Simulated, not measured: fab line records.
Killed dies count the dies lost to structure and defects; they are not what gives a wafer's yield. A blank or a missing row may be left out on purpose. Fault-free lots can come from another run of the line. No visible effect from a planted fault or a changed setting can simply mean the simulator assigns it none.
Matching of chambers :: flow n5_finfet :: cmp-02 running N5_GATE_CUT_CMP_61: 4 sister chambers
The step polishes, stops on SiNx, t overpolish 3 s. 4 wafers are shown with their chamber, then 9 later ones without.

## WAFERS, EACH WITH ITS CHAMBER
wafer: L082.2
chamber: 2
motor_current_A (A): 12.2

wafer: L087.1
chamber: 1
motor_current_A (A): 10.8

wafer: L087.3
chamber: 0
motor_current_A (A): 13.5

wafer: L087.6
chamber: 3
motor_current_A (A): 11.3

## WAFERS WITH NO CHAMBER GIVEN
wafer: L089.2
motor_current_A (A): 12.2

wafer: L089.3
motor_current_A (A): 11.3

wafer: L089.4
motor_current_A (A): 11.7

wafer: L095.2
motor_current_A (A): 11.7

wafer: L095.3
motor_current_A (A): 11.2

wafer: L095.4
motor_current_A (A): 12.2

wafer: L097.2
motor_current_A (A): 11.6

wafer: L097.4
motor_current_A (A): 13.3

wafer: L097.5
motor_current_A (A): 13.3

## WHICH CHAMBER EACH ONE RAN IN
wafer: L089.2
from the rows above: 2
in truth: 2

wafer: L089.3
from the rows above: 3
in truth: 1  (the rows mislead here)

wafer: L089.4
from the rows above: can't be placed: 3 or 2
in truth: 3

wafer: L095.2
from the rows above: can't be placed: 3 or 2
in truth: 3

wafer: L095.3
from the rows above: can't be placed: 3 or 1
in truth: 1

wafer: L095.4
from the rows above: 2
in truth: 2

wafer: L097.2
from the rows above: can't be placed: 3 or 2
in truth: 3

wafer: L097.4
from the rows above: 0
in truth: 0

wafer: L097.5
from the rows above: 0
in truth: 0
Placed correctly: 4 of 9. Not placeable from these rows: 4 (in 4, the candidates include the true chamber). Number placed wrongly: 1.
How it was worked out, from the rows above alone: a wafer's distance from a chamber is the root of the sum, over the readings, of the square of ((its reading less the chamber's mean) divided by the reading's scatter). If the next closest chamber is less than 2 further off than the closest, the wafer can't be placed; otherwise it belongs to the closest. A chamber's mean is the mean of its shown wafers. The scatter: with one shown wafer a chamber, the root of the mean of the squares of how far each hidden wafer lies from its nearest shown one.
